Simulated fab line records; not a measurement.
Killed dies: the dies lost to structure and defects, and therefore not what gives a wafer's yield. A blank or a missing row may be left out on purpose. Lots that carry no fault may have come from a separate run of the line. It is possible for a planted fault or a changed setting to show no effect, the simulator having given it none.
Which tool did it? :: flow nandHarc :: Sampling: 13 lots, 39 wafers, 4 of 1159 route steps

== WHAT THE GAUGES SHOWED, per wafer ==
The record holds no reading of a measuring or inspecting step that can be judged against a usual standard deviation.

== EACH LOT AND THE TOOL THAT RAN IT (in order: tool; ch and the chambers of the sampled wafers; start) ==
lot: L570
NHARC_P_M2_ETCH_35: rieDiel-07 ch 0,1,2, day 6 02:13
NHARC_P_M2_ETCH_15: rieDiel-07 ch 0,2,3, day 6 02:30 or earlier
NHARC_P_M2_STRIP_18: rieDiel-07 ch 1,2,3, day 6 02:30
NHARC_P_M2_ANNEAL_31: rtpAnneal-02 ch 0, day 6 03:52

lot: L571
NHARC_P_M2_ETCH_35: rieDiel-10 ch 1,2,3, day 6 05:34
NHARC_P_M2_ETCH_15: rieDiel-10 ch 0,1,2, day 6 05:52 or earlier
NHARC_P_M2_STRIP_18: rieDiel-07 ch 0,2,3, day 6 05:52
NHARC_P_M2_ANNEAL_31: rtpAnneal-01 ch 0, day 6 07:15

lot: L572
NHARC_P_M2_ETCH_35: rieDiel-07 ch 0,1, day 6 15:06
NHARC_P_M2_ETCH_15: rieDiel-07 ch 1,3, day 6 15:24 or earlier
NHARC_P_M2_STRIP_18: rieDiel-10 ch 0,2, day 6 15:24
NHARC_P_M2_ANNEAL_31: rtpAnneal-01 ch 0, day 6 16:52

lot: L573
NHARC_P_M2_ETCH_35: rieDiel-07 ch 0,2, day 6 18:44
NHARC_P_M2_ETCH_15: rieDiel-07 ch 0,1, day 6 19:01 or earlier
NHARC_P_M2_STRIP_18: rieDiel-07 ch 0,2,3, day 6 19:01
NHARC_P_M2_ANNEAL_31: rtpAnneal-01 ch 0, day 6 20:31

lot: L575
NHARC_P_M2_ETCH_35: rieDiel-07 ch 0,1,2, day 7 07:58
NHARC_P_M2_ETCH_15: rieDiel-07 ch 1,2,3, day 7 08:17 or earlier
NHARC_P_M2_STRIP_18: rieDiel-07 ch 2,3, day 7 08:17
NHARC_P_M2_ANNEAL_31: rtpAnneal-02 ch 0, day 7 09:43

lot: L574
NHARC_P_M2_ETCH_35: rieDiel-07 ch 1,3, day 7 08:58
NHARC_P_M2_ETCH_15: rieDiel-07 ch 1,3, day 7 09:15 or earlier
NHARC_P_M2_STRIP_18: rieDiel-07 ch 0,1, day 7 09:15
NHARC_P_M2_ANNEAL_31: rtpAnneal-01 ch 0, day 7 10:43

lot: L580
NHARC_P_M2_ETCH_35: rieDiel-10 ch 0,1,2, day 8 06:53
NHARC_P_M2_ETCH_15: rieDiel-10 ch 0,2,3, day 8 07:14 or earlier
NHARC_P_M2_STRIP_18: rieDiel-10 ch 0,2,3, day 8 07:14
NHARC_P_M2_ANNEAL_31: rtpAnneal-02 ch 0, day 8 08:38

lot: L578
NHARC_P_M2_ETCH_35: rieDiel-07 ch 0,1, day 8 11:54
NHARC_P_M2_ETCH_15: rieDiel-07 ch 0,2,3, day 8 12:13 or earlier
NHARC_P_M2_STRIP_18: rieDiel-07 ch 0,1,3, day 8 12:13
NHARC_P_M2_ANNEAL_31: rtpAnneal-02 ch 0, day 8 13:35

lot: L584
NHARC_P_M2_ETCH_35: rieDiel-07 ch 0,2, day 9 18:04
NHARC_P_M2_ETCH_15: rieDiel-07 ch 0,2, day 9 18:23 or earlier
NHARC_P_M2_STRIP_18: rieDiel-07 ch 2,3, day 9 18:23
NHARC_P_M2_ANNEAL_31: rtpAnneal-02 ch 0, day 9 19:50

lot: L585
NHARC_P_M2_ETCH_35: rieDiel-07 ch 0,3, day 9 22:26
NHARC_P_M2_ETCH_15: rieDiel-07 ch 2,3, day 9 22:49 or earlier
NHARC_P_M2_STRIP_18: rieDiel-10 ch 0,1,3, day 9 22:49
NHARC_P_M2_ANNEAL_31: rtpAnneal-01 ch 0, day 10 00:14

lot: L586
NHARC_P_M2_ETCH_35: rieDiel-10 ch 0,1,2, day 10 05:29
NHARC_P_M2_ETCH_15: rieDiel-10 ch 2,3, day 10 05:48 or earlier
NHARC_P_M2_STRIP_18: rieDiel-10 ch 1,2,3, day 10 05:48
NHARC_P_M2_ANNEAL_31: rtpAnneal-02 ch 0, day 10 07:53

lot: L587
NHARC_P_M2_ETCH_35: rieDiel-10 ch 2,3, day 10 08:02
NHARC_P_M2_ETCH_15: rieDiel-10 ch 0,3, day 10 08:22 or earlier
NHARC_P_M2_STRIP_18: rieDiel-07 ch 0,1, day 10 08:22
NHARC_P_M2_ANNEAL_31: rtpAnneal-02 ch 0, day 10 09:46

lot: L589
NHARC_P_M2_ETCH_35: rieDiel-10 ch 2,3, day 10 19:56
NHARC_P_M2_ETCH_15: rieDiel-10 ch 0,2,3, day 10 20:14 or earlier
NHARC_P_M2_STRIP_18: rieDiel-10 ch 0,3, day 10 20:14
NHARC_P_M2_ANNEAL_31: rtpAnneal-02 ch 0, day 10 21:43
- NHARC_P_M2_ETCH_35: etches the open film in N2/H2, target depth 40 nm, overetch 12 nm, time 43.94 s.
- NHARC_P_M2_ETCH_15: etches the open film in C4F8/Ar, target depth 182.5 nm, time 91.2 s.
- NHARC_P_M2_STRIP_18: strips in N2/H2.
- NHARC_P_M2_ANNEAL_31: time 90 s.

== AS READ BY THE TOOLS THEMSELVES (means over the sampled wafers that have a number; for cases with no such wafer, the mark the record gives instead) ==
NHARC_P_M2_ETCH_35.
lot: L570
tool: rieDiel-07
drypumpMotorCurrentA (A): 5.8
oesProductAu (a.u.): 0.995
rfVppV (V): 432.5
runLengthS (s): 65.7
showerheadPlenumPTorr (Torr): 2.10
throttleValvePct (%): 14.177

lot: L571
tool: rieDiel-10
drypumpMotorCurrentA (A): 5.6
oesProductAu (a.u.): 1.001
rfVppV (V): 430.2
runLengthS (s): 65.0
showerheadPlenumPTorr (Torr): 2.03
throttleValvePct (%): 14.167

lot: L572
tool: rieDiel-07
drypumpMotorCurrentA (A): 5.6
oesProductAu (a.u.): 1.009
rfVppV (V): 431.1
runLengthS (s): 65.5
showerheadPlenumPTorr (Torr): 2.06
throttleValvePct (%): 14.168

lot: L573
tool: rieDiel-07
drypumpMotorCurrentA (A): 5.9
oesProductAu (a.u.): 1.000
rfVppV (V): 432.9
runLengthS (s): 65.8
showerheadPlenumPTorr (Torr): 2.12
throttleValvePct (%): 14.180

lot: L575
tool: rieDiel-07
drypumpMotorCurrentA (A): 5.8
oesProductAu (a.u.): 1.001
rfVppV (V): 433.0
runLengthS (s): 65.9
showerheadPlenumPTorr (Torr): 2.10
throttleValvePct (%): 14.173

lot: L574
tool: rieDiel-07
drypumpMotorCurrentA (A): 5.5
oesProductAu (a.u.): 1.003
rfVppV (V): 429.4
runLengthS (s): 65.6
showerheadPlenumPTorr (Torr): 2.02
throttleValvePct (%): 14.171

lot: L580
tool: rieDiel-10
drypumpMotorCurrentA (A): 5.7
oesProductAu (a.u.): 1.013
rfVppV (V): 430.0
runLengthS (s): 65.8
showerheadPlenumPTorr (Torr): 2.03
throttleValvePct (%): 14.166

lot: L578
tool: rieDiel-07
drypumpMotorCurrentA (A): 5.6
oesProductAu (a.u.): 1.013
rfVppV (V): 430.9
runLengthS (s): 66.0
showerheadPlenumPTorr (Torr): 2.06
throttleValvePct (%): 14.172

lot: L584
tool: rieDiel-07
drypumpMotorCurrentA (A): 5.9
oesProductAu (a.u.): 1.007
rfVppV (V): 432.6
runLengthS (s): 54.8
showerheadPlenumPTorr (Torr): 2.12
throttleValvePct (%): 14.171

lot: L585
tool: rieDiel-07
drypumpMotorCurrentA (A): 5.7
oesProductAu (a.u.): 1.005
rfVppV (V): 430.7
runLengthS (s): 55.1
showerheadPlenumPTorr (Torr): 2.06
throttleValvePct (%): 14.165

lot: L586
tool: rieDiel-10
drypumpMotorCurrentA (A): 5.7
oesProductAu (a.u.): 0.998
rfVppV (V): 430.5
runLengthS (s): 65.6
showerheadPlenumPTorr (Torr): 2.03
throttleValvePct (%): 14.169

lot: L587
tool: rieDiel-10
drypumpMotorCurrentA (A): 5.5
oesProductAu (a.u.): 1.017
rfVppV (V): 430.8
runLengthS (s): 64.8
showerheadPlenumPTorr (Torr): 2.06
throttleValvePct (%): 14.173

lot: L589
tool: rieDiel-10
drypumpMotorCurrentA (A): 5.7
oesProductAu (a.u.): 1.018
rfVppV (V): 432.3
runLengthS (s): 64.9
showerheadPlenumPTorr (Torr): 2.11
throttleValvePct (%): 14.168

NHARC_P_M2_ETCH_15.
lot: L570
tool: rieDiel-07
oesProductAu (a.u.): 0.970
rfVppV (V): 442.4
runLengthS (s): 113.2

lot: L571
tool: rieDiel-10
oesProductAu (a.u.): 0.935
rfVppV (V): 439.7
runLengthS (s): 113.0

lot: L572
tool: rieDiel-07
oesProductAu (a.u.): 0.919
rfVppV (V): 440.3
runLengthS (s): 112.8

lot: L573
tool: rieDiel-07
oesProductAu (a.u.): 0.945
rfVppV (V): 443.0
runLengthS (s): 113.0

lot: L575
tool: rieDiel-07
oesProductAu (a.u.): 0.920
rfVppV (V): 441.0
runLengthS (s): 113.0

lot: L574
tool: rieDiel-07
oesProductAu (a.u.): 0.967
rfVppV (V): 439.1
runLengthS (s): 113.0

lot: L580
tool: rieDiel-10
oesProductAu (a.u.): 0.936
rfVppV (V): 441.2
runLengthS (s): 112.4

lot: L578
tool: rieDiel-07
oesProductAu (a.u.): 0.967
rfVppV (V): 442.4
runLengthS (s): 113.0

lot: L584
tool: rieDiel-07
oesProductAu (a.u.): 0.945
rfVppV (V): 443.3
runLengthS (s): 113.1

lot: L585
tool: rieDiel-07
oesProductAu (a.u.): 0.950
rfVppV (V): 440.1
runLengthS (s): 113.0

lot: L586
tool: rieDiel-10
oesProductAu (a.u.): 0.933
rfVppV (V): 441.0
runLengthS (s): 112.3

lot: L587
tool: rieDiel-10
oesProductAu (a.u.): 0.940
rfVppV (V): 439.5
runLengthS (s): 112.8

lot: L589
tool: rieDiel-10
oesProductAu (a.u.): 0.945
rfVppV (V): 441.7
runLengthS (s): 112.4

NHARC_P_M2_STRIP_18.
lot: L570
tool: rieDiel-07
drypumpMotorCurrentA (A): 5.67
oesProductAu (a.u.): 0.990
rfVppV (V): 90.1
showerheadPlenumPTorr (Torr): 2.06
throttleValvePct (%): 14.166

lot: L571
tool: rieDiel-07
drypumpMotorCurrentA (A): 5.79
oesProductAu (a.u.): 0.987
rfVppV (V): 89.9
showerheadPlenumPTorr (Torr): 2.08
throttleValvePct (%): 14.172

lot: L572
tool: rieDiel-10
drypumpMotorCurrentA (A): 5.81
oesProductAu (a.u.): 1.014
rfVppV (V): 90.1
showerheadPlenumPTorr (Torr): 2.07
throttleValvePct (%): 14.162

lot: L573
tool: rieDiel-07
drypumpMotorCurrentA (A): 5.76
oesProductAu (a.u.): 0.995
rfVppV (V): 90.1
showerheadPlenumPTorr (Torr): 2.08
throttleValvePct (%): 14.173

lot: L575
tool: rieDiel-07
drypumpMotorCurrentA (A): 5.82
oesProductAu (a.u.): 1.003
rfVppV (V): 90.6
showerheadPlenumPTorr (Torr): 2.11
throttleValvePct (%): 14.168

lot: L574
tool: rieDiel-07
drypumpMotorCurrentA (A): 5.64
oesProductAu (a.u.): 1.014
rfVppV (V): 91.1
showerheadPlenumPTorr (Torr): 2.06
throttleValvePct (%): 14.181

lot: L580
tool: rieDiel-10
drypumpMotorCurrentA (A): 5.66
oesProductAu (a.u.): 1.017
rfVppV (V): 91.4
showerheadPlenumPTorr (Torr): 2.06
throttleValvePct (%): 14.165

lot: L578
tool: rieDiel-07
drypumpMotorCurrentA (A): 5.60
oesProductAu (a.u.): 1.004
rfVppV (V): 90.6
showerheadPlenumPTorr (Torr): 2.04
throttleValvePct (%): 14.169

lot: L584
tool: rieDiel-07
drypumpMotorCurrentA (A): 5.63
oesProductAu (a.u.): 0.989
rfVppV (V): 90.1
showerheadPlenumPTorr (Torr): 2.04
throttleValvePct (%): 14.177

lot: L585
tool: rieDiel-10
drypumpMotorCurrentA (A): 5.41
oesProductAu (a.u.): 1.011
rfVppV (V): 90.2
showerheadPlenumPTorr (Torr): 1.97
throttleValvePct (%): 14.182

lot: L586
tool: rieDiel-10
drypumpMotorCurrentA (A): 5.54
oesProductAu (a.u.): 1.011
rfVppV (V): 90.7
showerheadPlenumPTorr (Torr): 2.02
throttleValvePct (%): 14.166

lot: L587
tool: rieDiel-07
drypumpMotorCurrentA (A): 5.74
oesProductAu (a.u.): 0.999
rfVppV (V): 90.3
showerheadPlenumPTorr (Torr): 2.08
throttleValvePct (%): 14.173

lot: L589
tool: rieDiel-10
drypumpMotorCurrentA (A): 5.39
oesProductAu (a.u.): 1.023
rfVppV (V): 90.2
showerheadPlenumPTorr (Torr): 2.01
throttleValvePct (%): 14.180

NHARC_P_M2_ANNEAL_31.
lot: L570
tool: rtpAnneal-02
wafer_temp_C_max: 226.8

lot: L571
tool: rtpAnneal-01
wafer_temp_C_max: 225.7

lot: L572
tool: rtpAnneal-01
wafer_temp_C_max: 226.5

lot: L573
tool: rtpAnneal-01
wafer_temp_C_max: 226.2

lot: L575
tool: rtpAnneal-02
wafer_temp_C_max: 226.5

lot: L574
tool: rtpAnneal-01
wafer_temp_C_max: 226.4

lot: L580
tool: rtpAnneal-02
wafer_temp_C_max: 226.9

lot: L578
tool: rtpAnneal-02
wafer_temp_C_max: 226.9

lot: L584
tool: rtpAnneal-02
wafer_temp_C_max: 227.0

lot: L585
tool: rtpAnneal-01
wafer_temp_C_max: 226.2

lot: L586
tool: rtpAnneal-02
wafer_temp_C_max: 226.9

lot: L587
tool: rtpAnneal-02
wafer_temp_C_max: 227.0

lot: L589
tool: rtpAnneal-02
wafer_temp_C_max: 226.8

== THE ANSWER, worked out from the rows above alone ==
Rule: the lots themselves supply what counts as usual. The widest of any qualifying gaps counts: lots, ordered by their means at a reading, are off when they make up no more than a third of the lots, leave a main group of 4 or more, and stand apart from it by 3 or more times the standard deviation of that group's means. Not used: any main group whose means are identical at the precision the tables above print for the reading. A lot without any number at a reading at which 4 lots or more have one is off too. All remaining lots with rows at the step are treated as sound. First the gauges in route order, then the tools' own readings, where a lot's mean is used as printed above. At the first step where some lot is off, the reading lying furthest off is the one used; lots without a number count as furthest.
Off at NHARC_P_M2_ETCH_35 (runLengthS): L584, L585. The main group has a mean of 65.5 s with a standard deviation of 0.4.
A tool fits if, at that step or a process step before it, it ran every lot that is off, and no sound lot after the first of them. One fits: rieDiel-07 at NHARC_P_M2_ETCH_35. Its last sound lot is L578 (day 8 11:54), its first lot that is off L584 (day 9 18:04): a fault that began between those two fits.
On the lots that are off, the tool's own readings at NHARC_P_M2_ETCH_35 differ by more than 5 times the standard deviation of the sound lots' means, which bears it out; runLengthS reads 55.0 s there versus 65.5 s on the sound lots.

== WHAT WAS PUT IN BY THE SIMULATOR ==
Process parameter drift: rieDiel-07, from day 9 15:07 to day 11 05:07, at NHARC_P_M2_ETCH_35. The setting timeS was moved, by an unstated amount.
Struck lots among those shown: L584, L585. The rule above reached the same finding.
